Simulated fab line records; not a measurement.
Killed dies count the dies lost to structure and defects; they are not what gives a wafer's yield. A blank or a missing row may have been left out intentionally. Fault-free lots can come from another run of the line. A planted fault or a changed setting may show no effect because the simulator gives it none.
A lot that was struck, set against a sound lot -- flow nand_harc -- 14 out of 1302 route steps
Sound: these wafers, L608.1, L608.2, L608.3. Struck: wafer L605.5. (L605.3 of the same lot was not struck and is left out.) The cause comes at the end.
At each step with rows: each side's tool, then ch and its chambers, then its first start. Under that, the readings that differ: sound wafers -- struck wafers -- difference of the means -- sigmas: that difference in standard deviations of wafers without a fault.
alike: same words and numbers on both sides, and readings whose means sit less than 2 such deviations apart. not compared: any withheld reading, any reading some wafer has no value for, any bound like >300 that may hide the same value, and any number with overlapping values for which the record gives no deviation.
The two part at a step that has a row with sigmas, a row that says differs or no value, or rows on one side only. Numbers that have no deviation but don't overlap get no sigmas and don't part them. A reading missing from all wafers of one side parts the sides only when that side holds two or more wafers.

NHARC_A_CHANNEL_HOLE_D1_STRIP_27: strips in O2.
  sound: rie_diel-11 ch 1,2,3; struck: rie_diel-03 ch 0
reading,sound,struck,difference,sigmas
oes_product_au (a.u.),1.002 1.014 1.006,0.987,-0.020,-2
  alike: drypump_motor_current_A, rf_vpp_V, showerhead_plenum_p_Torr, throttle_valve_pct
  not compared: rf_hours_counter_h
then, 2 steps without rows for these wafers: NHARC_A_CHANNEL_HOLE_D1_PRECLEAN_28 (cleans in SC1); NHARC_A_CHANNEL_HOLE_D1_SRD_29.
NHARC_A_CHANNEL_HOLE_D1_CD_MEAS_30:
  sound on cd_sem-01 at day 15 05:14; struck on cd_sem-03 at day 13 14:14
  alike: cd_nm
next, for these wafers, 1 step has no rows: NHARC_A_CHANNEL_HOLE_D1_XSEM_31.
NHARC_A_CHANNEL_HOLE_D1_INSPECT_40:
  sound on defect_inspect-02 at day 15 05:26; struck on defect_inspect-01 at day 13 14:25
  alike: raw_defect_count
then, 2 steps without rows for these wafers: NHARC_A_CHANNEL_FILL_D1_PRECLEAN_00 (cleans in SC1); NHARC_A_CHANNEL_FILL_D1_SRD_01.
NHARC_A_CHANNEL_FILL_D1_ALD_02: deposits SiO2, target thk 6 nm, pulse time 10 s, ald cycles 60.
  sound on ald_hk-04 ch 0,1,2, day 15 05:41; struck on ald_hk-02 ch 1, day 13 14:46
  alike: heater_power_w, precursor_pulse_height_rel
  not compared: ald_cycles
NHARC_A_CHANNEL_FILL_D1_ALD_03: deposits SiNx, target thk 6 nm, pulse time 60 s, ald cycles 58.
  sound: ald_sin_batch-02 ch 0; struck: ald_sin_batch-02 ch 0
  alike: precursor_pulse_height_rel
  not compared: ald_cycles
NHARC_A_CHANNEL_FILL_D1_ALD_14: deposits SiO2, target thk 2.5 nm, pulse time 10 s, ald cycles 25.
  sound on ald_hk-01 ch 1,2,3, day 15 12:40; struck on ald_hk-01 ch 3, day 13 21:37
  alike: heater_power_w, precursor_pulse_height_rel
  not compared: ald_cycles
NHARC_A_CHANNEL_FILL_D1_ALD_15: deposits SiNx, target thk 2 nm, pulse time 60 s, ald cycles 19.
  sound: ald_sin_batch-03 ch 0; struck: ald_sin_batch-01 ch 0
  alike: precursor_pulse_height_rel
  not compared: ald_cycles
NHARC_A_CHANNEL_FILL_D1_ALD_16: deposits SiO2, target thk 1.5 nm, pulse time 10 s, ald cycles 15.
  sound on ald_hk-04 ch 0,2,3, day 15 18:32; struck on ald_hk-02 ch 0, day 14 03:46
reading,sound,struck,difference,sigmas
ald_cycles,15 15 15,16,+1,
  alike: heater_power_w, precursor_pulse_height_rel
then, 1 step without rows for these wafers: NHARC_A_CHANNEL_FILL_D1_ANNEAL_17 (time 1800 s).

WHERE THEY PART
Only at NHARC_A_CHANNEL_HOLE_D1_STRIP_27, as far as this record shows. Later steps at which nothing parts them and some readings are alike: NHARC_A_CHANNEL_HOLE_D1_CD_MEAS_30, NHARC_A_CHANNEL_HOLE_D1_INSPECT_40, NHARC_A_CHANNEL_FILL_D1_ALD_02, NHARC_A_CHANNEL_FILL_D1_ALD_03, NHARC_A_CHANNEL_FILL_D1_ALD_14, NHARC_A_CHANNEL_FILL_D1_ALD_15, NHARC_A_CHANNEL_FILL_D1_ALD_16.

WHY: whatever the simulator had introduced
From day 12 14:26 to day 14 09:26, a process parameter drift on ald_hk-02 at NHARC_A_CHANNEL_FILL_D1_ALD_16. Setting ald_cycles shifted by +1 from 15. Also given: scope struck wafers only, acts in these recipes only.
